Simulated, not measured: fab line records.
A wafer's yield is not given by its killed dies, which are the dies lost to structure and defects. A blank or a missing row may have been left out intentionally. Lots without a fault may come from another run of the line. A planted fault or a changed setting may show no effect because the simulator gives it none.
fab line records ; flow n5_finfet
record lots=6; wafers=14; last_day=20
route steps=1938 shown BEOL_M0_SAQP@683 BEOL_M0_CUTY@701
lots untouched by any fault: they come from a run of this same line in which no faults occurred
start_h: start of the lot's first displayed wafer, in hours after the record's first day ; wait_h: hours elapsed since this lot's preceding step ; " as in the row above ; L1.1+2: a row that stands for several wafers ; - no value present, or no start provided ; * or withheld: withheld ; < > ~ a bound
route shown NAME@n: names a module that has steps shown in the file, with the first one's number in the route ; usual: average and standard deviation across the fault-free wafers ; same: alike in all rows ; chamber/n: place in a boat ; sites: the reading at each site ; _std_site: how widely they spread, as a standard deviation ; _edge_site: inner sites' mean taken away from outer sites' mean ; radius_mm: for every site, how far away it sits from the centre of the wafer ; mask NAME#n: copy n ; behind: the last tool/chamber to shape the wafer ; hold: why the lot was held/for how many hours/how that ended ; device: which transistor (n, p or np) failed to switch ; end of line: tests run on the same wafers once the route is complete ; for a step that has no rows: nothing shown but its recipe ; killed: not the wafer's yield, but the dies lost to structure and defects at the first sort ; map: per-die view of a wafer (x killed, . not killed, _ where there is no die)
set.NAME: the run value of the setting; set.NAME@STEP: its run value at that earlier step ; model.NAME: the simulator's own value behind a step, which no gauge read
a table for each step, a row for each wafer; lots at some steps of the route
services: when a tool's chamber went out of use (start_h, in hours from the record's first day, below 0 if earlier), for how many hours, and the reason
## steps
# step N5_BEOL_M0_SAQP_COAT_34
# recipe resist=CAR-EUV; spin_rpm=1500; resist_thk_nm=30
# step N5_BEOL_M0_SAQP_EBR_36
# recipe solvent=PGMEA; ebr_width_mm=1.5
# step N5_BEOL_M0_SAQP_SOFTBAKE_35
# recipe temp_c=110; time_s=60; resist=CAR-EUV
# step N5_BEOL_M0_SAQP_EXPOSE_37
# recipe mask_id=M0_CUT1; na=0.33; source_shape=annular; sigma_inner=0.35; sigma_outer=0.8; polarization=unpolarized; target_cd_nm=30; dose_mj=44.75
# step N5_BEOL_M0_SAQP_PEB_38
# recipe peb_temp_c=100; peb_time_s=60; resist=CAR-EUV
# step N5_BEOL_M0_SAQP_DEVELOP_39
# recipe develop_time_s=30; developer=TMAH; resist=CAR-EUV; rinse_liquid=surfactant_rinse; dry=air_spin; dev_temp_c=23
# step N5_BEOL_M0_SAQP_CD_MEAS_40
# recipe target_cd_nm=30; landing_energy_ev=500; detector=se_inlens
# usual cd_nm=30.01/0.26
lot.wafer;tool;chamber;start_h;wait_h;cd_nm
L760.1;cd_sem-02;0;120.92;-;30.09
L760.3;cd_sem-02;0;120.92;-;29.62
L760.6;cd_sem-02;0;120.92;-;29.99
L761.2;cd_sem-03;0;125.96;-;30.03
L765.5;cd_sem-01;0;148.15;-;30.23
L774.1;cd_sem-01;0;207.50;-;30.07
L774.4;cd_sem-01;0;207.50;-;29.78
L774.6;cd_sem-01;0;207.50;-;29.94
L779.3;cd_sem-01;0;231.37;-;30.21
L779.4;cd_sem-01;0;231.37;-;29.88
L779.5;cd_sem-01;0;231.37;-;29.65
L782.3;cd_sem-02;0;255.58;-;29.84
L782.5;cd_sem-02;0;255.58;-;30.13
L782.6;cd_sem-02;0;255.58;-;30.27
# step N5_BEOL_M0_SAQP_OVL_MEAS_41
# recipe points_per_wafer=522
# usual M0_CUT1_OVL=0.0/0.76
lot.wafer;tool;chamber;start_h;wait_h;M0_CUT1_OVL[nm]
L760.1;overlay-01;0;120.95;0.0;-0.5
L760.3;overlay-01;0;120.95;0.0;-0.4
L760.6;overlay-01;0;120.95;0.0;-0.7
L761.2;overlay-01;0;126.00;0.0;1.2
L765.5;overlay-02;0;148.20;0.0;1.0
L774.1;overlay-01;0;207.53;0.0;0.2
L774.4;overlay-01;0;207.53;0.0;-0.9
L774.6;overlay-01;0;207.53;0.0;-0.6
L779.3;overlay-01;0;231.41;0.0;-0.2
L779.4;overlay-01;0;231.41;0.0;0.1
L779.5;overlay-01;0;231.41;0.0;1.2
L782.3;overlay-01;0;255.62;0.0;0.9
L782.5;overlay-01;0;255.62;0.0;0.5
L782.6;overlay-01;0;255.62;0.0;0.5
# step N5_BEOL_M0_SAQP_INSPECT_42
# recipe mode=adi; inspect_instrument=brightfield
# usual raw_defect_count=289/79
lot.wafer;tool;chamber;start_h;wait_h;raw_defect_count
L760.1;defect_inspect-01;-;121.01;0.1;341
L760.3;defect_inspect-01;-;121.01;0.1;311
L760.6;defect_inspect-01;-;121.01;0.1;250
L761.2;defect_inspect-01;-;126.05;0.0;155
L765.5;defect_inspect-02;-;148.24;0.0;341
L774.1;defect_inspect-02;-;207.59;0.1;224
L774.4;defect_inspect-02;-;207.59;0.1;237
L774.6;defect_inspect-02;-;207.59;0.1;196
L779.3;defect_inspect-02;-;231.46;0.0;252
L779.4;defect_inspect-02;-;231.46;0.0;326
L779.5;defect_inspect-02;-;231.46;0.0;240
L782.3;defect_inspect-01;-;255.67;0.0;347
L782.5;defect_inspect-01;-;255.67;0.0;292
L782.6;defect_inspect-01;-;255.67;0.0;256
# step N5_BEOL_M0_SAQP_DESCUM_45
# recipe chemistry=O2; time_s=7; source_power_w=50; bias_power_w=20; pressure_mtorr=20; rf_frequency_hz=2.712e+07; temp_c=40; resist=CAR-EUV; o2_flow_sccm=225
# step N5_BEOL_M0_SAQP_ETCH_88
# recipe chemistry=N2/H2; target=underlayer; target_depth_a=65; time_s=5.2; ion_energy_ev=200; mask_material=CAR-EUV; pressure_mtorr=30; source_w=840; bias_w=150; n2_flow_sccm=200; h2_flow_sccm=200; ends=cleared
# step N5_BEOL_M0_SAQP_ETCH_73
# recipe chemistry=CF4; target=SiARC; target_depth_a=195; mask_material=CAR-EUV; time_s=32.5; ion_energy_ev=80; pressure_mtorr=40; source_w=545; bias_w=36; Ar_flow_sccm=100; cf4_flow_sccm=100; ends=cleared
# usual drypump_motor_current_A=5.6/0.46; etch_rf_on_time_s=32.6/0.77; oes_product_au=0.65/0.078; rf_vpp_V=184.2/1.3; showerhead_plenum_p_Torr=2.16/0.068; throttle_valve_pct=15.54/0.19
lot.wafer;tool;chamber;start_h;wait_h;drypump_motor_current_A;etch_rf_on_time_s;oes_product_au;rf_hours_counter_h;rf_vpp_V;showerhead_plenum_p_Torr;throttle_valve_pct
L760.1;rie_diel-02;2;121.09;0.0;5.6;33.5;0.63;165;186.6;2.21;15.40
L760.3;rie_diel-02;0;121.09;0.0;5.0;32.6;0.60;215;184.8;2.21;15.44
L760.6;rie_diel-02;1;121.09;0.0;6.5;32.7;0.67;-;183.7;2.09;15.73
L761.2;rie_diel-02;0;126.26;0.0;5.0;32.7;0.61;217;186.5;2.21;15.45
L765.5;rie_diel-02;0;148.34;0.0;5.0;32.8;0.60;-;184.6;2.21;15.46
L774.1;rie_diel-05;1;207.67;0.0;5.4;31.8;0.74;60;184.7;2.26;15.38
L774.4;rie_diel-05;2;207.67;0.0;5.6;32.8;0.55;-;182.5;2.03;15.79
L774.6;rie_diel-05;1;207.67;0.0;5.4;31.7;0.74;-;184.1;2.26;15.35
L779.3;rie_diel-05;1;231.54;0.0;5.4;31.2;0.73;69;184.4;2.26;15.38
L779.4;rie_diel-05;3;231.54;0.0;4.9;33.5;0.58;-;184.3;2.19;15.67
L779.5;rie_diel-05;0;231.54;0.0;5.6;32.4;0.81;-;183.1;2.10;15.41
L782.3;rie_diel-03;0;255.75;0.0;5.1;31.9;0.61;218;184.5;2.20;15.67
L782.5;rie_diel-03;3;255.75;0.0;5.2;32.7;0.67;-;183.2;2.17;15.45
L782.6;rie_diel-03;0;255.75;0.0;5.1;32.2;0.61;-;182.5;2.20;15.69
# step N5_BEOL_M0_SAQP_CUT_ETCH_46
# recipe chemistry=N2/H2; target=SOC; target_depth_a=1350; overetch_a=270; temp_c=40; time_s=202.5; ion_energy_ev=200; mask_material=SiARC; pressure_mtorr=30; source_w=840; bias_w=150; n2_flow_sccm=200; h2_flow_sccm=200
# usual drypump_motor_current_A=5.6/0.47; rf_vpp_V=524.4/2.6; showerhead_plenum_p_Torr=2.56/0.095; throttle_valve_pct=17.65/0.15
# same time_s=202.5
lot.wafer;tool;chamber;start_h;wait_h;drypump_motor_current_A;rf_hours_counter_h;rf_vpp_V;showerhead_plenum_p_Torr;throttle_valve_pct
L760.1;rie_diel-02;2;121.12;0.0;5.6;165;527.1;2.64;17.69
L760.3;rie_diel-02;0;121.12;0.0;5.0;215;525.9;2.62;17.60
L760.6;rie_diel-02;1;121.12;0.0;6.5;-;521.4;2.44;17.78
L761.2;rie_diel-02;0;126.29;0.0;5.0;217;524.8;2.62;17.62
L765.5;rie_diel-02;0;148.43;0.1;5.0;-;525.0;2.62;17.61
L774.1;rie_diel-05;1;207.70;0.0;5.4;60;529.4;2.69;17.42
L774.4;rie_diel-05;2;207.70;0.0;5.6;-;519.9;2.38;17.81
L774.6;rie_diel-05;1;207.70;0.0;5.5;-;528.1;2.69;17.42
L779.3;rie_diel-05;1;231.57;0.0;5.4;69;527.7;2.68;17.42
L779.4;rie_diel-05;3;231.57;0.0;4.9;-;524.4;2.58;17.63
L779.5;rie_diel-05;0;231.57;0.0;5.6;-;522.8;2.50;17.62
L782.3;rie_diel-03;0;255.78;0.0;5.1;218;527.0;2.61;17.73
L782.5;rie_diel-03;3;255.78;0.0;5.2;-;525.0;2.58;17.70
L782.6;rie_diel-03;0;255.78;0.0;5.1;-;525.4;2.61;17.77
# step N5_BEOL_M0_SAQP_STRIP_74
# recipe chemistry=N2/H2; temp_c=40; n2_flow_sccm=200; h2_flow_sccm=200; rf_frequency_hz=6e+07
# step N5_BEOL_M0_SAQP_STRIP_89
# recipe chemistry=N2/H2; temp_c=40; n2_flow_sccm=200; h2_flow_sccm=200; rf_frequency_hz=6e+07
# step N5_BEOL_M0_SAQP_ALD_48
# recipe material=SiO2; target_thk_a=200; temp_c=100; ald_precursor_family=BDEAS; ald_co_reactant=O2-plasma; pulse_time_s=1; co_reactant_pulse_time_s=1; purge_time_s=2; co_reactant_purge_time_s=2; ald_cycles=139; pressure_torr=2
# usual heater_power_w=76/4; precursor_pulse_height_rel=1.004/0.02
lot.wafer;tool;chamber;start_h;wait_h;heater_power_w;precursor_pulse_height_rel
L760.1;ald_sin-02;3;121.32;0.0;75;1.026
L760.3;ald_sin-02;2;121.32;0.0;77;1.005
L760.6;ald_sin-02;0;121.32;0.0;69;1.025
L761.2;ald_sin-02;0;126.49;0.0;69;1.006
L765.5;ald_sin-02;2;148.80;0.3;76;1.007
L774.1;ald_sin-03;0;207.91;0.0;82;1.002
L774.4;ald_sin-03;2;207.91;0.0;75;1.004
L774.6;ald_sin-03;1;207.91;0.0;76;0.986
L779.3;ald_sin-02;2;232.31;0.6;79;0.981
L779.4;ald_sin-02;1;232.31;0.6;73;0.995
L779.5;ald_sin-02;3;232.31;0.6;76;1.002
L782.3;ald_sin-01;2;255.99;0.0;79;1.027
L782.5;ald_sin-01;3;255.99;0.0;80;0.987
L782.6;ald_sin-01;0;255.99;0.0;74;0.992
# step N5_BEOL_M0_SAQP_ETCH_49
# recipe chemistry=CF4/O2; target_depth_a=370; target=SiO2; pressure_mtorr=40; source_w=535; bias_w=49; Ar_flow_sccm=100; cf4_flow_sccm=100; O2_flow_sccm=10; ion_energy_ev=100
# usual drypump_motor_current_A=5.5/0.48; oes_product_au=0.76/0.091; rf_vpp_V=244/3.3; showerhead_plenum_p_Torr=2.22/0.066; throttle_valve_pct=15.78/0.17
lot.wafer;tool;chamber;start_h;wait_h;drypump_motor_current_A;oes_product_au;rf_hours_counter_h;rf_vpp_V;showerhead_plenum_p_Torr;throttle_valve_pct
L760.1;rie_diel-05;1;121.85;0.3;5.4;0.91;32;247;2.34;15.56
L760.3;rie_diel-05;3;121.85;0.3;4.9;0.72;204;247;2.27;15.84
L760.6;rie_diel-05;3;121.85;0.3;4.9;0.72;-;249;2.27;15.84
L761.2;rie_diel-02;3;127.02;0.3;6.0;0.74;172;241;2.13;15.97
L765.5;rie_diel-03;2;149.13;0.1;5.6;0.68;-;245;2.25;15.74
L774.1;rie_diel-02;2;208.43;0.3;5.6;0.73;193;244;2.26;15.66
L774.4;rie_diel-02;0;208.43;0.3;5.0;0.68;242;244;2.26;15.72
L774.6;rie_diel-02;1;208.43;0.3;6.5;0.77;-;243;2.14;16.03
L779.3;rie_diel-05;1;232.83;0.3;5.4;0.85;70;247;2.33;15.62
L779.4;rie_diel-05;1;232.83;0.3;5.4;0.85;-;246;2.32;15.61
L779.5;rie_diel-05;0;232.83;0.3;5.6;0.96;-;239;2.16;15.66
L782.3;rie_diel-03;3;256.51;0.3;5.2;0.81;76;249;2.24;15.66
L782.5;rie_diel-03;1;256.51;0.3;6.4;0.93;-;241;2.16;15.35
L782.6;rie_diel-03;2;256.51;0.3;5.7;0.99;-;243;2.24;15.32
# step N5_BEOL_M0_SAQP_STRIP_75
# recipe chemistry=CF4; resist=SiARC; power_w=300; bias_power_w=75; pressure_mtorr=50; cf4_flow_sccm=150; rf_frequency_hz=6e+07
# usual drypump_motor_current_A=5.5/0.48; oes_product_au=0.176/0.02; rf_vpp_V=271.7/1.6; showerhead_plenum_p_Torr=1.81/0.051; throttle_valve_pct=13.53/0.19
lot.wafer;tool;chamber;start_h;wait_h;drypump_motor_current_A;oes_product_au;rf_hours_counter_h;rf_vpp_V;showerhead_plenum_p_Torr;throttle_valve_pct
L760.1;rie_diel-05;1;121.95;0.1;5.4;0.206;32;276.3;1.89;13.23
L760.3;rie_diel-05;3;121.95;0.1;4.9;0.165;204;273.1;1.84;13.59
L760.6;rie_diel-05;3;121.95;0.1;4.9;0.160;-;273.0;1.84;13.60
L761.2;rie_diel-02;3;127.12;0.1;6.0;0.172;172;270.3;1.74;13.71
L765.5;rie_diel-03;2;149.19;0.0;5.6;0.162;-;273.2;1.83;13.55
L774.1;rie_diel-02;2;208.53;0.1;5.5;0.171;193;273.2;1.84;13.47
L774.4;rie_diel-02;0;208.53;0.1;5.0;0.160;242;271.9;1.85;13.52
L774.6;rie_diel-02;1;208.53;0.1;6.4;0.175;-;269.5;1.75;13.75
L779.3;rie_diel-05;1;232.93;0.1;5.4;0.196;70;273.4;1.88;13.31
L779.4;rie_diel-05;1;232.93;0.1;5.5;0.189;-;272.9;1.88;13.33
L779.5;rie_diel-05;0;232.93;0.1;5.5;0.217;-;270.5;1.76;13.37
L782.3;rie_diel-03;3;256.61;0.1;5.2;0.183;76;271.1;1.81;13.35
L782.5;rie_diel-03;1;256.61;0.1;6.4;0.208;-;270.1;1.76;13.05
L782.6;rie_diel-03;2;256.61;0.1;5.7;0.218;-;272.4;1.82;13.03
# step N5_BEOL_M0_CUTY_COAT_50
# recipe resist=SiARC; temp_c=220; time_s=60; spin_rpm=1500; resist_thk_nm=15
# step N5_BEOL_M0_CUTY_COAT_51
# recipe resist=CAR-ArF-block; spin_rpm=1500; resist_thk_nm=150
# step N5_BEOL_M0_CUTY_EBR_52
# recipe solvent=PGMEA; ebr_width_mm=1.5
# step N5_BEOL_M0_CUTY_SOFTBAKE_53
# recipe temp_c=110; time_s=60; resist=CAR-ArF-block
# step N5_BEOL_M0_CUTY_EXPOSE_54
# recipe mask_id=M0_ABLK; na=1.35; source_shape=conventional; sigma_outer=0.8; polarization=unpolarized; dose_mj=36
# step N5_BEOL_M0_CUTY_PEB_55
# recipe peb_temp_c=110; peb_time_s=60; resist=CAR-ArF-block
# step N5_BEOL_M0_CUTY_DEVELOP_56
# recipe develop_time_s=30; developer=TMAH; resist=CAR-ArF-block; rinse_liquid=diw; dry=air_spin; dev_temp_c=23
# step N5_BEOL_M0_CUTY_CD_MEAS_57
# recipe target_cd_nm=200; landing_energy_ev=500; detector=se_inlens; polarity=line
# usual cd_nm=199.4/0.95
lot.wafer;tool;chamber;start_h;wait_h;cd_nm
L760.1;cd_sem-03;0;122.34;-;199.4
L760.3;cd_sem-03;0;122.34;-;199.3
L760.6;cd_sem-03;0;122.34;-;199.9
L761.2;cd_sem-01;0;127.51;-;198.6
L765.5;cd_sem-03;0;149.58;-;199.1
L774.1;cd_sem-01;0;208.92;-;199.3
L774.4;cd_sem-01;0;208.92;-;197.7
L774.6;cd_sem-01;0;208.92;-;199.7
L779.3;cd_sem-03;0;233.33;-;199.5
L779.4;cd_sem-03;0;233.33;-;199.3
L779.5;cd_sem-03;0;233.33;-;198.6
L782.3;cd_sem-02;0;257.01;-;198.5
L782.5;cd_sem-02;0;257.01;-;199.5
L782.6;cd_sem-02;0;257.01;-;198.6
# step N5_BEOL_M0_CUTY_OVL_MEAS_58
# recipe points_per_wafer=44
# usual M0_ABLK_OVL=-0.5/0.92
lot.wafer;tool;chamber;start_h;wait_h;M0_ABLK_OVL[nm]
L760.1;overlay-02;0;122.37;0.0;-2.0
L760.3;overlay-02;0;122.37;0.0;-2.0
L760.6;overlay-02;0;122.37;0.0;-1.7
L761.2;overlay-01;0;127.54;0.0;-0.3
L765.5;overlay-02;0;149.60;0.0;-1.0
L774.1;overlay-01;0;208.95;0.0;-0.6
L774.4;overlay-01;0;208.95;0.0;-1.3
L774.6;overlay-01;0;208.95;0.0;-0.1
L779.3;overlay-02;0;233.36;0.0;0.3
L779.4;overlay-02;0;233.36;0.0;-0.1
L779.5;overlay-02;0;233.36;0.0;0.2
L782.3;overlay-01;0;257.04;0.0;-1.1
L782.5;overlay-01;0;257.04;0.0;-1.3
L782.6;overlay-01;0;257.04;0.0;0.1
# step N5_BEOL_M0_CUTY_INSPECT_59
# recipe mode=adi; inspect_instrument=macro
# usual raw_defect_count=2.0/1.3
lot.wafer;tool;chamber;start_h;wait_h;raw_defect_count
L760.1;defect_inspect-02;-;122.40;0.0;1
L760.3;defect_inspect-02;-;122.40;0.0;0
L760.6;defect_inspect-02;-;122.40;0.0;3
L761.2;defect_inspect-02;-;127.56;0.0;14
L765.5;defect_inspect-01;-;149.63;0.0;14
L774.1;defect_inspect-02;-;208.98;0.0;2
L774.4;defect_inspect-02;-;208.98;0.0;1
L774.6;defect_inspect-02;-;208.98;0.0;2
L779.3;defect_inspect-01;-;233.38;0.0;1
L779.4;defect_inspect-01;-;233.38;0.0;4
L779.5;defect_inspect-01;-;233.38;0.0;2
L782.3;defect_inspect-02;-;257.06;0.0;2
L782.5;defect_inspect-02;-;257.06;0.0;4
L782.6;defect_inspect-02;-;257.06;0.0;2
# step N5_BEOL_M0_CUTY_DESCUM_61
# recipe chemistry=O2; time_s=7.9; source_power_w=50; bias_power_w=20; pressure_mtorr=20; rf_frequency_hz=2.712e+07; temp_c=40; resist=CAR-ArF-block; o2_flow_sccm=225
# usual drypump_motor_current_A=5.7/0.38; oes_product_au=0.81/0.1; rf_vpp_V=243.9/1.2; showerhead_plenum_p_Torr=2.14/0.056; throttle_valve_pct=20.3/0.32
# same time_s=7.9
lot.wafer;tool;chamber;start_h;wait_h;drypump_motor_current_A;oes_product_au;rf_hours_counter_h;rf_vpp_V;showerhead_plenum_p_Torr;throttle_valve_pct
L760.1;rie_diel-01;3;122.43;0.0;5.2;0.91;27;243.6;2.13;20.1
L760.3;rie_diel-01;1;122.43;0.0;5.3;0.74;184;244.6;2.16;20.4
L760.6;rie_diel-01;1;122.43;0.0;5.3;0.74;-;246.1;2.16;20.4
L761.2;rie_diel-06;0;127.60;0.0;5.2;0.70;247;244.3;2.15;20.2
L765.5;rie_diel-04;0;149.88;0.2;6.1;0.97;-;244.6;2.16;20.0
L774.1;rie_diel-06;0;209.01;0.0;5.2;0.95;14;243.7;2.15;19.8
L774.4;rie_diel-06;1;209.01;0.0;5.6;0.80;-;243.6;2.12;20.6
L774.6;rie_diel-06;0;209.01;0.0;5.2;0.93;-;243.7;2.15;19.8
L779.3;rie_diel-04;3;233.47;0.1;5.5;0.88;28;243.1;2.16;20.1
L779.4;rie_diel-04;1;233.47;0.1;6.2;0.71;216;243.3;2.17;20.9
L779.5;rie_diel-04;2;233.47;0.1;5.9;0.70;-;243.1;2.09;20.6
L782.3;rie_diel-06;0;257.20;0.1;5.2;0.92;30;242.3;2.14;19.9
L782.5;rie_diel-06;1;257.20;0.1;5.5;0.79;-;244.7;2.11;20.6
L782.6;rie_diel-06;0;257.20;0.1;5.2;0.92;-;242.7;2.14;19.9
## services
tool;chamber;start_h;hours;kind
rie_diel-03;-;107.77;2.8;pm
rie_diel-01;1;111.49;9.7;repair
rie_diel-02;1;125.47;2.9;repair
rie_diel-06;0;130.10;4.0;repair
ald_sin-03;-;140.53;6.0;pm
rie_diel-05;-;154.02;2.8;pm
rie_diel-02;1;154.53;9.8;repair
rie_diel-01;3;156.77;43.4;repair
ald_sin-02;-;157.48;6.1;pm
rie_diel-04;1;171.89;1.4;repair
rie_diel-05;3;171.94;12.6;repair
ald_sin-03;-;176.75;14.0;pm
rie_diel-06;3;181.80;17.0;repair
rie_diel-05;0;184.97;-;clean
rie_diel-05;0;184.97;-;consumable_replace:focus_ring
rie_diel-05;0;184.97;23.1;scheduled_down
ald_sin-01;0;190.28;2.5;repair
rie_diel-03;0;202.03;2.2;repair
rie_diel-01;-;202.64;0.5;repair
ald_sin-02;1;214.48;2.8;repair
ald_sin-02;0;225.36;14.4;repair
rie_diel-02;1;229.90;7.5;repair
rie_diel-03;-;240.30;14.6;pm
rie_diel-01;-;252.18;2.8;pm
## key
first_sign step=N5_BEOL_M0_CUTY_INSPECT_59; reading=raw_defect_count; direction=up; sigmas=8.9; usual=2.0; struck=14
effect none on later readings
met_at N5_BEOL_M0_SAQP_CUT_ETCH_46
struck_wafers L761.2,L765.5
rows_end L761.2,L765.5
onset_between 121.12 126.29
also_fits N5_BEOL_M0_SAQP_ETCH_73:rie_diel-02
fault kind=chamber_particle_source; tool=rie_diel-02; chamber=0; onset_h=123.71; steps=N5_BEOL_M0_SAQP_CUT_ETCH_46; rate_per_visit_cm2=0.017131; until_the_next_wet_clean=True
# rows_end: these wafers met a further fault down the route, and their rows from its step on are left out
